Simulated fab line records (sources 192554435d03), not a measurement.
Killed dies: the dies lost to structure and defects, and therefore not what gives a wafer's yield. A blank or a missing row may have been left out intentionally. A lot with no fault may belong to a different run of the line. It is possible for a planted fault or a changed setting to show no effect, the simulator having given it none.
fab line records | flow n5-finfet
record: lots: 4 wafers: 12 last-day: 16
route steps=1938 shown BEOL_M6@1251 BEOL_M7@1263 PASSIVATION@1936
lots with no fault: from the same line, run without faults
start-h: hours from the record's first day to the start of the lot's first wafer shown | wait-h: hours from the lot's prior step to this one | " identical to the entry in the row above | L1.1+2: a row that stands for several wafers | - no value, or no start given | * or withheld: withheld | < > ~ a bound
route shown NAME@n: names a module that has steps shown in the file, with the first one's number in the route | usual: the fault-free wafers' mean and standard deviation | same: alike in all rows | chamber/n: place in a boat | sites: each site's reading | _std_site: standard deviation across them | _edge_site: inner sites' mean taken away from outer sites' mean | radius-mm: how far each site lies from the wafer's centre | mask NAME#n: copy n | behind: the most recent tool/chamber to have shaped the wafer | hold: what put the lot on hold/how long, in hours/how the hold closed | device: the n, p or np transistor that did not switch | end of line: tests of these same wafers at the route's end | a step without rows: its recipe alone | killed: the dies lost at the first sort to structure and to defects; this is not the yield of the wafer | map: a wafer's dies, marking killed ones x, the rest . and places with no die _
set.NAME: the setting that was run; set.NAME@STEP: the one run at that earlier step | model.NAME: the simulator's own value behind a step, which no gauge read
certain route steps with their lots: each step a table, each wafer a row
services: a tool's chamber out of use, with start hour (start-h, from the record's first day; less than 0 if before it), hours out, and reason
== steps ==
step: N5_BEOL_M6_ALD_77
recipe: material: TaN target-thk-a: 20 temp-c: 275 ald-precursor-family: PDMAT ald-co-reactant: NH3 pressure-torr: 3 carrier-flow-sccm: 1500 pulse-time-s: 2 purge-time-s: 3 co-reactant-purge-time-s: 2 co-reactant-pulse-time-s: 3 ald-cycles: 40 precursor-vessel-temp-c: 75 precursor-vessel-pressure-torr: 26.25 precursor-vessel-carrier-sccm: 1000
step: N5_BEOL_M6_SURFACE_TREAT_79
recipe: gas: Ar time-s: * ion-energy-ev: * ion-current-ma-cm2: 0.5 pressure-mtorr: * ar-flow-sccm: 30
step: N5_BEOL_M6_CVD_78
recipe: material: Co target-thk-a: 20 temp-c: withheld precursor: CCTBA/H2 pressure-torr: 30 time-s: 142.3
step: N5_BEOL_M6_SPUTTER_48
recipe: material: Cu target-thk-a: 100 temp-c: -20 bias-v: 60 power-w: 26000 chamber-pressure-pa: 0.13 time-s: 1.667
step: N5_BEOL_M6_ECD_50
recipe: material: Cu target-thk-a: 3000
step: N5_BEOL_M6_ANNEAL_51
recipe: temp-c: 225 time-s: 90 ambient: N2
step: N5_BEOL_M6_CMP_52
recipe: stop-on: SiCOH_lowk t-overpolish-s: 6.9 down-force-psi: 1 platen-rpm: 50 clearing-platen-down-force-psi: 1.5 clearing-platen-rpm: 50 post-cmp-clean: cu-alkaline target-thk-nm: 80 clearing-platen-pad-velocity-m-s: 0.99484 pad-velocity-m-s: 0.99484
step: N5_BEOL_M6_PRE_CLEAN_55
recipe: gas: NH3 time-s: 15 temp-c: withheld rf-power-w: 300
step: N5_BEOL_M6_DEP_56
recipe: material: SiCN target-thk-a: 100 temp-c: withheld precursor: 3MS/NH3 pressure-torr: 3 rf-w: 202 time-s: 17.5
step: N5_BEOL_M7_ILD_DEP_00
recipe: material: SiCOH_lowk target-thk-a: 1797.5 temp-c: 300 precursor: DEMS/porogen pressure-torr: 5 rf-w: 500 time-s: 33.4
usual: heater-power-w: 309/54 showerhead-plenum-p-Torr: 5.743/0.014 throttle-valve-pct: 13.7/0.67
columns lot.wafer tool chamber start-h wait-h heater-power-w showerhead-plenum-p-Torr throttle-valve-pct model.SiCOH_lowk_of_BEOL_M7_ILD_DEP_00.thk-nm
L721.1 pecvd-03 2 191.12 0.0 277 5.753 13.2 184
L721.4 " 2 " " 280 5.757 12.8 185.8
L721.5 " 1 " " 330 5.751 14.3 183.8
L727.2 pecvd-03 1 230.01 0.0 367 5.739 14.3 166.6
L727.4 " 1 " " 369 5.746 14.5 184.8
L727.6 " 2 " " 246 5.751 13.0 182.4
L728.2 pecvd-03 1 243.34 0.0 330 5.748 14.2 165.6
L728.5 " 2 " " 293 5.755 13.0 182.8
L728.6 " 1 " " 320 5.746 14.3 181
L735.1 pecvd-04 2 300.24 0.0 209 5.733 12.8 179.6
L735.2 " 0 " " 335 5.727 14.0 181.8
L735.6 " 2 " " 215 5.753 12.8 183.6
step: N5_BEOL_M7_CURE_74
recipe: temp-c: 385 time-s: 240 ambient: He/Ar material: SiCOH_lowk
step: N5_BEOL_M7_THK_MEAS_01
recipe: reads: SiCOH_lowk_of_BEOL_M7_ILD_DEP_00
usual: M7_ILD_THK: 156.5/1.8
columns lot.wafer tool chamber start-h wait-h M7_ILD_THK[nm]
L721.1 film-metro-02 - 191.70 0.4 158.7
L721.4 " - " " 160.4
L721.5 " - " " 158.5
L727.2 film-metro-01 - 230.59 0.4 143.6
L727.4 " - " " 159.5
L727.6 " - " " 157.5
L728.2 film-metro-01 - 244.21 0.4 142.8
L728.5 " - " " 157.7
L728.6 " - " " 156.1
L735.1 film-metro-02 - 300.82 0.4 154.9
L735.2 " - " " 156.8
L735.6 " - " " 158.5
step: N5_BEOL_M7_PECVD_70
recipe: material: SiO2 target-thk-a: 200 temp-c: 400 precursor: TEOS/O2 pressure-torr: 5.5 rf-w: 450 teos-flow-sccm: 53.8 gas: O2 flow-sccm: 3000 time-s: 22.7
step: N5_BEOL_M7_HM_DEP_02
recipe: material: TiN target-thk-a: 200 temp-c: 25 chamber-pressure-pa: 0.49996
step: N5_BEOL_M7_COAT_59
recipe: resist: SOC temp-c: 250 time-s: 60 spin-rpm: 1500 resist-thk-nm: 100
step: N5_BEOL_M7_COAT_60
recipe: resist: SiARC temp-c: 220 time-s: 60 spin-rpm: 1500 resist-thk-nm: 35
step: N5_BEOL_M7_COAT_05
recipe: resist: CAR-ArF spin-rpm: 1500 resist-thk-nm: 90
step: N5_BEOL_M7_EBR_07
recipe: solvent: PGMEA ebr-width-mm: 1.5
step: N5_BEOL_M7_SOFTBAKE_06
recipe: temp-c: 110 time-s: 60 resist: CAR-ArF
step: N5_BEOL_M7_EXPOSE_08
recipe: mask-id: M7 na: 1.35 source-shape: dipole sigma-inner: 0.817 sigma-outer: 0.97 polarization: te dose-mj: 68.25
step: N5_BEOL_M7_PEB_09
recipe: peb-temp-c: withheld peb-time-s: 60 resist: CAR-ArF
step: N5_BEOL_M7_DEVELOP_10
recipe: develop-time-s: 30 developer: TMAH resist: CAR-ArF rinse-liquid: diw dry: air-spin dev-temp-c: 23
step: N5_BEOL_M7_DESCUM_16
recipe: chemistry: O2 time-s: 7.9 source-power-w: 50 bias-power-w: 20 pressure-mtorr: 20 rf-frequency-hz: 2.712e+07 temp-c: 40 resist: CAR-ArF o2-flow-sccm: 225
step: N5_BEOL_M7_ETCH_61
recipe: chemistry: CF4 target: SiARC target-depth-a: 455 mask-material: CAR-ArF time-s: 75.8 ion-energy-ev: 80 pressure-mtorr: 40 source-w: 545 bias-w: 36 Ar_flow_sccm: 100 cf4-flow-sccm: 100 ends: cleared
step: N5_BEOL_M7_ETCH_62
recipe: chemistry: N2/H2 target: SOC target-depth-a: 1100 overetch-a: 220 mask-material: SiARC temp-c: 40 time-s: 165 ion-energy-ev: 200 pressure-mtorr: 30 source-w: 840 bias-w: 150 n2-flow-sccm: 200 h2-flow-sccm: 200
step: N5_BEOL_M7_STRIP_68
recipe: chemistry: N2/H2 temp-c: 40 n2-flow-sccm: 200 h2-flow-sccm: 200 rf-frequency-hz: 6e+07
step: N5_BEOL_M7_STRIP_67
recipe: chemistry: CF4 resist: SiARC power-w: 300 bias-power-w: 75 pressure-mtorr: 50 cf4-flow-sccm: 150 rf-frequency-hz: 6e+07
step: N5_BEOL_M7_HM_OPEN_17
recipe: chemistry: Cl2/BCl3 target-depth-a: 200 overetch-a: 60 target: TiN mask-material: SOC ion-energy-ev: 150 pressure-mtorr: 10 icp-w: 1000 bias-w: 126 Cl2_flow_sccm: 53.25 bcl3-flow-sccm: 21.75 Ar_flow_sccm: 25
step: N5_BEOL_M7_STRIP_19
recipe: chemistry: O2 power-w: 400 temp-c: 40 pressure-mtorr: 30 rf-frequency-hz: 6e+07 bias-power-w: 0 overash-fraction: 0.2 o2-flow-sccm: 225
step: N5_BEOL_M7_COAT_63
recipe: resist: SOC temp-c: 250 time-s: 60 spin-rpm: 1500 resist-thk-nm: 60
step: N5_BEOL_M7_COAT_64
recipe: resist: SiARC temp-c: 220 time-s: 60 spin-rpm: 1500 resist-thk-nm: 12
step: N5_BEOL_M7_COAT_71
recipe: resist: underlayer temp-c: 205 time-s: 60 spin-rpm: 1500 resist-thk-nm: 5
step: N5_BEOL_M7_COAT_22
recipe: resist: CAR-EUV spin-rpm: 1500 resist-thk-nm: 30
step: N5_BEOL_M7_EBR_24
recipe: solvent: PGMEA ebr-width-mm: 1.5
step: N5_BEOL_M7_SOFTBAKE_23
recipe: temp-c: 110 time-s: 60 resist: CAR-EUV
step: N5_BEOL_M7_CMP_52
recipe: stop-on: SiCOH_lowk t-overpolish-s: 6.9 down-force-psi: 1 platen-rpm: 50 clearing-platen-down-force-psi: 1.5 clearing-platen-rpm: 50 post-cmp-clean: cu-alkaline target-thk-nm: 80 clearing-platen-pad-velocity-m-s: 0.99484 pad-velocity-m-s: 0.99484
usual: clearing-platen-down-force-psi: 1.500/0.0031 motor-current-A: 6.7/0.79
columns lot.wafer tool chamber start-h wait-h clearing-platen-down-force-psi motor-current-A model.SiCOH_lowk_of_BEOL_M7_ILD_DEP_00.thk-nm
L721.4 cmp-03 1 197.53 0.1 1.496 7.9 157.2
L721.1 " 0 " " 1.499 6.3 155.6
L721.5 " 1 " " 1.500 8.1 155.6
L727.2 cmp-04 0 242.29 0.2 1.499 6.8 140.6
L727.4 " 1 " " 1.503 5.8 156.4
L727.6 " 3 " " 1.504 7.7 154.4
L728.2 cmp-01 2 256.04 0.6 1.501 6.7 139.6
L728.6 " 3 " " 1.501 6.7 153.2
L728.5 " 0 " " 1.500 7.5 154.6
L735.2 cmp-03 3 305.78 0.3 1.491 5.7 153.8
L735.1 " 0 " " 1.498 6.3 152
L735.6 " 2 " " 1.502 5.5 155.4
step: N5_PASSIVATION_PROBE_49
usual: defect-limited-yield: 91.2/1.5 killed_at_M0_to_M3: 36/10 killed_at_M4_up: 13/6 killed-at-contacts: 11/5.2 killed-at-front-end: 40/11 killed-at-other: 3.1/2.9 killed-dies: 104/17 killed-open: 66/12 killed-short: 34/7.7 sort_bin_5_function: 5.1/0.91 sort_bin_6_memory: 3.2/0.67 sort-n-pass: 1076/17 sort-yield-pct: 91.2/1.5
same: gross-dies: 1180 killed-at-back-side: 0 sort_bin_4_leakage[%]: 0 sort_bin_8_speed[%]: 0
columns lot.wafer tool chamber start-h wait-h defect-limited-yield[%] killed_at_M0_to_M3 killed_at_M4_up killed-at-contacts killed-at-front-end killed-at-other killed-dies killed-open killed-short sort_bin_5_function[%] sort_bin_6_memory[%] sort-n-pass sort-yield-pct[%]
L728.2 prober-02 - 327.25 0.2 91.3 37 16 8 41 1 103 62 24 5.0 2.3 1077 91.3
L728.5 prober-02 - 327.40 0.3 91.6 27 15 5 50 2 99 53 28 4.5 2.4 1081 91.6
L728.6 prober-02 - 327.45 0.4 92.2 40 10 8 33 1 92 53 37 4.5 3.0 1088 92.2
killed by level:class
L728.2 HKMG_FIN:area-etch=15 BEOL_M0_SAQP:geometric-particle:open=11 MOL_CONTACT_COAG:geometric-particle:open=8 BEOL_M2:geometric-particle:open=7 STI_FIN_REVEAL:geometric-particle:open=6 BEOL_M0_SAQP:geometric-particle:short=6 DUMMY_GATE:geometric-particle:open=5 BEOL_M4:geometric-particle:open=5
L728.5 HKMG_FIN:area-etch=16 STI_FIN_REVEAL:geometric-particle:open=8 BEOL_M1:geometric-particle:open=7 ILD0:geometric-particle:open=5 GATE_CUT:geometric-particle:short=5 FIN_SAQP:geometric-particle:open=4 DUMMY_GATE:geometric-particle:open=4 ILD0:geometric-particle:short=4
L728.6 BEOL_M0_SAQP:geometric-particle:short=12 MOL_CONTACT_COAG:geometric-particle:open=8 STI_FIN_REVEAL:geometric-particle:open=7 BEOL_M0_SAQP:geometric-particle:open=7 FIN_SAQP:geometric-particle:open=5 BEOL_M1:geometric-particle:open=5 BEOL_M2:geometric-particle:short=5 STI_FIN_REVEAL:geometric-particle:short=4
== services ==
columns tool chamber start-h hours kind
pecvd-03 0 176.17 2.1 scheduled-down
pecvd-04 2 181.58 5.5 scheduled-down
pecvd-04 - 186.89 6.0 pm
cmp-03 - 189.04 0.4 repair
pecvd-03 - 194.16 6.6 repair
cmp-03 - 195.48 1.7 repair
pecvd-04 1 198.86 14.1 repair
cmp-01 - 204.15 0.5 repair
pecvd-04 2 217.99 6.7 repair
cmp-03 - 235.56 1.1 repair
cmp-03 - 243.89 5.3 pm
pecvd-04 2 246.07 5.5 scheduled-down
pecvd-04 2 251.58 - clean
pecvd-04 2 251.58 - consumable-replace:showerhead
pecvd-04 2 251.58 29.0 scheduled-down
pecvd-04 2 251.58 29.0 vent-cycle
pecvd-03 - 257.52 0.3 repair
cmp-01 - 257.60 4.0 pm
cmp-01 - 261.60 - consumable-replace:conditioner
cmp-01 - 261.60 - consumable-replace:pad
cmp-01 - 294.79 0.3 repair
cmp-04 - 301.90 1.0 repair
== key ==
first-sign: step: N5_BEOL_M7_THK_MEAS_01 reading: M7_ILD_THK direction: down sigmas: 7.5 usual: 156.5 struck: 143.2
effect none on later readings
model-effect: step: N5_BEOL_M7_ILD_DEP_00 value: SiCOH_lowk_of_BEOL_M7_ILD_DEP_00.thk-nm without: 179.7 struck: 166.1
model-effect: step: N5_BEOL_M7_CMP_52 value: SiCOH_lowk_of_BEOL_M7_ILD_DEP_00.thk-nm without: 151.9 struck: 140.1
met-at N5_BEOL_M7_ILD_DEP_00
struck-wafers L727.2,L728.2
baseline-loss: step: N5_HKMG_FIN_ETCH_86 wafers: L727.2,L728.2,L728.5
onset-between 191.12 230.01
fault: kind: process-parameter-drift tool: pecvd-03 chamber: - onset-h: 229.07 steps: N5_BEOL_M7_ILD_DEP_00 channel: time-s offset: * shape: step end-h: 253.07 scope: struck-wafers-only acts-in: * stated: *
baseline-loss: these wafers lose ten dies or more at that step, a loss of the line's own and not of a fault; the sort's usual values leave them out
